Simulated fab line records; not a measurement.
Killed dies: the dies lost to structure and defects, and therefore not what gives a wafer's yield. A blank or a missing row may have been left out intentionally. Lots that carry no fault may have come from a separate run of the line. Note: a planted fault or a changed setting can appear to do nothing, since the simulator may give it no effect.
The tool behind it: which one?    flow nand_harc    Sampling: 24 lots, 72 wafers, 6 of 1159 route steps

WHAT THE GAUGES READ, wafer by wafer
NHARC_A_CONTACT_CD_MEAS_53.
lot   measured      on         cd_nm (nm)
L075  day 16 13:59  cd_sem-03  190.1 189.4 189.7
L076  day 16 14:43  cd_sem-03  189.4 189.4 190.3
L074  day 16 18:04  cd_sem-01  189.2 189.0 189.4
L079  day 17 03:37  cd_sem-02  190.2 190.3 190.0
L078  day 17 05:25  cd_sem-03  189.4 188.8 188.9
L080  day 17 08:05  cd_sem-02  189.0 189.6 189.0
L077  day 17 16:11  cd_sem-02  190.3 190.2 190.8
L081  day 18 02:17  cd_sem-03  191.4 191.0 190.5
L083  day 18 14:36  cd_sem-02  190.5 190.7 190.0
L082  day 18 14:17  cd_sem-03  189.6 189.7 189.2
L084  day 18 23:25  cd_sem-01  188.5 188.2 189.2
L086  day 19 17:47  cd_sem-01  189.8 189.7 189.8
L085  day 19 18:11  cd_sem-03  189.7 190.5 190.1
L087  day 19 23:16  cd_sem-02  190.2 190.2 190.0
L091  day 20 06:34  cd_sem-02  190.6 191.0 191.0
L090  day 20 09:16  cd_sem-01  188.9 189.2 189.1
L089  day 20 13:36  cd_sem-01  190.2 190.5 190.6
L088  day 20 14:41  cd_sem-02  190.3 190.1 190.4
L093  day 20 17:41  cd_sem-01  189.3 189.2 189.5
L092  day 20 22:20  cd_sem-02  189.0 189.0 189.0
L094  day 20 23:38  cd_sem-01  188.6 188.9 188.6
L096  day 21 01:23  cd_sem-01  191.5 191.5 191.2
L095  day 21 06:57  cd_sem-02  189.6 189.7 189.9
L097  day 22 09:21  cd_sem-03  189.5 189.1 188.9

NHARC_A_CONTACT_CD_MEAS_69: target cd 200 nm.
lot   measured      on         cd_nm (nm)
L075  day 16 17:19  cd_sem-02  199.8 200.2 199.8
L076  day 16 18:14  cd_sem-03  199.9 199.5 199.6
L074  day 16 22:47  cd_sem-01  200.3 200.1 199.9
L079  day 17 07:00  cd_sem-01  200.4 200.0 200.1
L078  day 17 08:47  cd_sem-02  199.8 200.3 199.3
L080  day 17 12:25  cd_sem-03  199.9 199.6 200.9
L077  day 17 20:04  cd_sem-03  199.9 199.3 199.8
L081  day 18 05:36  cd_sem-02  200.4 200.1 200.4
L083  day 18 18:10  cd_sem-01  200.6 199.8 200.0
L082  day 18 17:53  cd_sem-01  200.2 200.3 200.9
L084  day 19 03:52  cd_sem-02  200.6 200.4 200.4
L086  day 19 21:22  cd_sem-02  199.8 199.8 200.0
L085  day 19 21:43  cd_sem-03  200.1 199.7 199.9
L087  day 20 02:39  cd_sem-02  199.8 200.3 199.8
L091  day 20 12:37  cd_sem-03  200.3 200.3 200.4
L090  day 20 15:46  cd_sem-02  199.6 199.9 200.0
L089  day 20 17:32  cd_sem-01  200.5 200.5 200.4
L088  day 20 18:08  cd_sem-01  200.2 200.3 200.3
L093  day 20 23:51  cd_sem-01  200.0 199.5 199.2
L092  day 21 07:01  cd_sem-03  200.3 200.2 200.4
L094  day 21 09:16  cd_sem-02  200.1 200.1 199.5
L096  day 21 10:37  cd_sem-01  200.5 199.9 200.5
L095  day 21 14:14  cd_sem-01  200.5 200.7 199.8
L097  day 22 12:39  cd_sem-01  200.6 200.2 200.6

NHARC_A_CONTACT_OVL_MEAS_70.
lot   measured      on          overlay_x_nm (nm)  overlay_y_nm (nm)
L075  day 16 17:24  overlay-01  1.4 0.9 0.6        0.8 0.6 0.7
L076  day 16 18:20  overlay-01  0.5 1.2 1.0        0.8 0.7 -0.1
L074  day 16 22:53  overlay-01  1.7 1.9 2.0        0.5 0.4 0.1
L079  day 17 07:05  overlay-01  1.0 0.8 0.4        -1.8 -1.6 -1.7
L078  day 17 08:53  overlay-02  -0.2 0.3 -0.3      -0.1 -0.5 0.1
L080  day 17 12:31  overlay-02  0.3 0.4 0.8        -0.5 -0.2 -0.3
L077  day 17 20:09  overlay-01  0.2 1.0 0.9        1.0 0.5 1.4
L081  day 18 05:41  overlay-01  0.8 0.9 1.3        -1.1 -1.5 -1.2
L083  day 18 18:14  overlay-01  0.5 0.7 0.5        -0.6 0.1 -0.8
L082  day 18 17:58  overlay-01  0.3 0.2 0.6        0.8 0.4 0.5
L084  day 19 03:56  overlay-02  0.2 0.9 0.0        -1.0 -1.2 -1.3
L086  day 19 21:27  overlay-01  0.4 0.1 0.1        0.6 0.2 0.3
L085  day 19 21:49  overlay-02  1.3 0.9 1.9        0.8 0.4 1.1
L087  day 20 02:44  overlay-01  0.2 0.5 0.4        0.6 0.8 -0.1
L091  day 20 12:42  overlay-02  0.5 0.6 1.0        -0.1 0.4 -0.1
L090  day 20 15:51  overlay-02  -0.8 -0.7 -0.6     -0.4 -0.2 -0.2
L089  day 20 17:37  overlay-01  -0.2 -0.1 0.1      -0.4 0.6 -0.1
L088  day 20 18:13  overlay-02  1.1 1.3 1.6        -0.6 0.0 -0.2
L093  day 20 23:56  overlay-01  -0.7 -0.8 -1.1     -0.1 -0.2 -0.4
L092  day 21 07:06  overlay-01  0.3 0.5 0.0        0.2 0.9 0.3
L094  day 21 09:22  overlay-01  0.8 1.6 1.3        -0.4 -0.7 0.1
L096  day 21 10:42  overlay-02  0.0 -0.1 0.0       1.1 0.9 0.8
L095  day 21 14:20  overlay-01  -0.5 -0.9 -0.2     2.5 2.5 1.9
L097  day 22 12:44  overlay-02  -1.1 -1.0 -0.9     -0.9 -0.7 -0.7

WHICH TOOL RAN EACH LOT (tool, then ch and the chambers of the sampled wafers, then the start)
lot   NHARC_A_CONTACT_ETCH_48             NHARC_A_CONTACT_ETCH_113              NHARC_A_CONTACT_ETCH_117
L075  rie_diel-12 ch 0,3, day 16 10:42    har_cap_etch-01 ch 0,1, day 16 12:13  har_cap_etch-01 ch 0,1, day 16 12:35
L076  rie_diel-01 ch 0,1,2, day 16 11:24  har_cap_etch-02 ch 0,1, day 16 12:52  har_cap_etch-02 ch 0,1, day 16 13:14
L074  rie_diel-01 ch 0,1, day 16 14:53    har_cap_etch-01 ch 0,1, day 16 16:22  har_cap_etch-01 ch 0,1, day 16 16:43
L079  rie_diel-11 ch 1,2,3, day 16 23:55  har_cap_etch-02 ch 0,1, day 17 01:29  har_cap_etch-02 ch 0,1, day 17 01:58
L078  rie_diel-11 ch 1,2, day 17 02:12    har_cap_etch-03 ch 0,1, day 17 03:42  har_cap_etch-03 ch 0,1, day 17 04:04
L080  rie_diel-11 ch 2,3, day 17 04:40    har_cap_etch-01 ch 0,1, day 17 06:08  har_cap_etch-01 ch 0,1, day 17 06:29
L077  rie_diel-11 ch 0,2,3, day 17 12:01  har_cap_etch-02 ch 0,1, day 17 13:39  har_cap_etch-02 ch 0,1, day 17 14:08
L081  rie_diel-12 ch 0,1, day 17 22:34    har_cap_etch-02 ch 0,1, day 18 00:08  har_cap_etch-02 ch 0,1, day 18 00:37
L083  rie_diel-11 ch 0,1,2, day 18 10:54  har_cap_etch-02 ch 0,1, day 18 12:29  har_cap_etch-02 ch 0,1, day 18 12:58
L082  rie_diel-12 ch 0,1,3, day 18 11:05  har_cap_etch-03 ch 0, day 18 12:32    har_cap_etch-03 ch 0, day 18 12:55
L084  rie_diel-11 ch 0,1, day 18 20:12    har_cap_etch-01 ch 0,1, day 18 21:41  har_cap_etch-01 ch 0,1, day 18 22:02
L086  rie_diel-12 ch 0,2, day 19 14:03    har_cap_etch-02 ch 0,1, day 19 15:37  har_cap_etch-02 ch 0,1, day 19 16:05
L085  rie_diel-11 ch 0,3, day 19 14:56    har_cap_etch-01 ch 0,1, day 19 16:29  har_cap_etch-01 ch 0,1, day 19 16:51
L087  rie_diel-11 ch 0,1,2, day 19 19:59  har_cap_etch-03 ch 0,1, day 19 21:32  har_cap_etch-03 ch 0,1, day 19 21:53
L091  rie_diel-01 ch 1,2, day 20 03:22    har_cap_etch-01 ch 0,1, day 20 04:51  har_cap_etch-01 ch 0,1, day 20 05:13
L090  rie_diel-12 ch 0,1,3, day 20 05:37  har_cap_etch-01 ch 0,1, day 20 07:33  har_cap_etch-01 ch 0,1, day 20 07:55
L089  rie_diel-11 ch 1,2, day 20 09:13    har_cap_etch-02 ch 0,1, day 20 10:56  har_cap_etch-02 ch 0,1, day 20 11:35
L088  rie_diel-11 ch 1,2,3, day 20 11:28  har_cap_etch-01 ch 1, day 20 12:58    har_cap_etch-01 ch 1, day 20 13:19
L093  rie_diel-12 ch 1,2, day 20 14:12    har_cap_etch-03 ch 0,1, day 20 15:55  har_cap_etch-03 ch 0,1, day 20 16:17
L092  rie_diel-01 ch 1,3, day 20 17:38    har_cap_etch-02 ch 0, day 20 19:38    har_cap_etch-02 ch 0, day 20 20:17
L094  rie_diel-11 ch 0,1,3, day 20 20:27  har_cap_etch-03 ch 0,1, day 20 21:55  har_cap_etch-03 ch 0,1, day 20 22:16
L096  rie_diel-01 ch 1,2,3, day 20 20:38  har_cap_etch-02 ch 0,1, day 20 22:42  har_cap_etch-02 ch 0,1, day 20 23:21
L095  rie_diel-01 ch 1,3, day 21 03:26    har_cap_etch-01 ch 0,1, day 21 05:16  har_cap_etch-01 ch 0,1, day 21 05:37
L097  rie_diel-11 ch 1,2, day 22 05:56    har_cap_etch-03 ch 0, day 22 07:37    har_cap_etch-03 ch 0, day 22 07:59
- NHARC_A_CONTACT_ETCH_48: etches the open film in CF4, target depth 39 nm, time 65 s.
- NHARC_A_CONTACT_ETCH_113: etches the open film in C4F8/O2/Ar, time 94 s, target depth 922 nm.
- NHARC_A_CONTACT_ETCH_117: etches the open film in C4F8/O2/Ar, time 94 s, target depth 922 nm.

AS READ BY THE TOOLS THEMSELVES (means over the sampled wafers that have a number; for cases with no such wafer, the mark the record gives instead)
NHARC_A_CONTACT_ETCH_48.
lot   tool         drypump_motor_current_A (A)  oes_product_au (a.u.)  rf_vpp_V (V)  showerhead_plenum_p_Torr (Torr)  throttle_valve_pct (%)
L075  rie_diel-12  5.4                          0.989                  152.5         1.89                             13.277
L076  rie_diel-01  6.2                          1.010                  151.2         1.73                             13.279
L074  rie_diel-01  6.1                          0.994                  149.4         1.69                             13.283
L079  rie_diel-11  5.7                          1.000                  151.4         1.78                             13.279
L078  rie_diel-11  5.7                          1.001                  151.0         1.74                             13.288
L080  rie_diel-11  5.8                          0.990                  151.7         1.75                             13.277
L077  rie_diel-11  5.7                          1.006                  150.8         1.77                             13.289
L081  rie_diel-12  5.3                          1.001                  151.0         1.86                             13.275
L083  rie_diel-11  5.7                          0.999                  150.8         1.80                             13.292
L082  rie_diel-12  5.3                          1.002                  152.8         1.87                             13.291
L084  rie_diel-11  5.5                          1.003                  152.7         1.86                             13.284
L086  rie_diel-12  5.3                          1.001                  153.0         1.89                             13.281
L085  rie_diel-11  5.7                          0.993                  152.1         1.83                             13.293
L087  rie_diel-11  5.6                          0.999                  151.9         1.80                             13.280
L091  rie_diel-01  6.3                          1.006                  151.2         1.76                             13.280
L090  rie_diel-12  5.4                          1.001                  151.7         1.86                             13.289
L089  rie_diel-11  5.7                          1.003                  151.4         1.80                             13.296
L088  rie_diel-11  5.7                          0.991                  152.4         1.77                             13.288
L093  rie_diel-12  5.0                          0.994                  152.7         1.88                             13.276
L092  rie_diel-01  6.1                          0.998                  151.8         1.81                             13.280
L094  rie_diel-11  5.6                          0.994                  152.5         1.83                             13.291
L096  rie_diel-01  6.2                          1.001                  152.1         1.78                             13.273
L095  rie_diel-01  5.8                          1.013                  151.5         1.79                             13.273
L097  rie_diel-11  5.7                          1.009                  150.8         1.80                             13.282

THE ANSWER, worked out from the rows above alone
Rule: what is usual is taken from the lots themselves. Put in order of their means at a reading, lots are off if they are a third of the lots or fewer, leave a main group of 4 or more, and stand apart from it by a gap of 3 or more times the standard deviation of the main group's means; of several such gaps the widest counts. A main group is skipped when, at the precision printed for the reading in the tables above, its means are all equal. Also off: a lot with no number at a reading for which 4 or more lots have one. All remaining lots with rows at the step are treated as sound. First the gauges in route order, then the tools' own readings, where a lot's mean is used as printed above. At the first step where some lot is off, the reading lying furthest off is the one used; lots without a number count as furthest.
Across all readings shown, no lot is off: no conclusion can be drawn from this.

WHAT HAD BEEN PUT IN BY THE SIMULATOR
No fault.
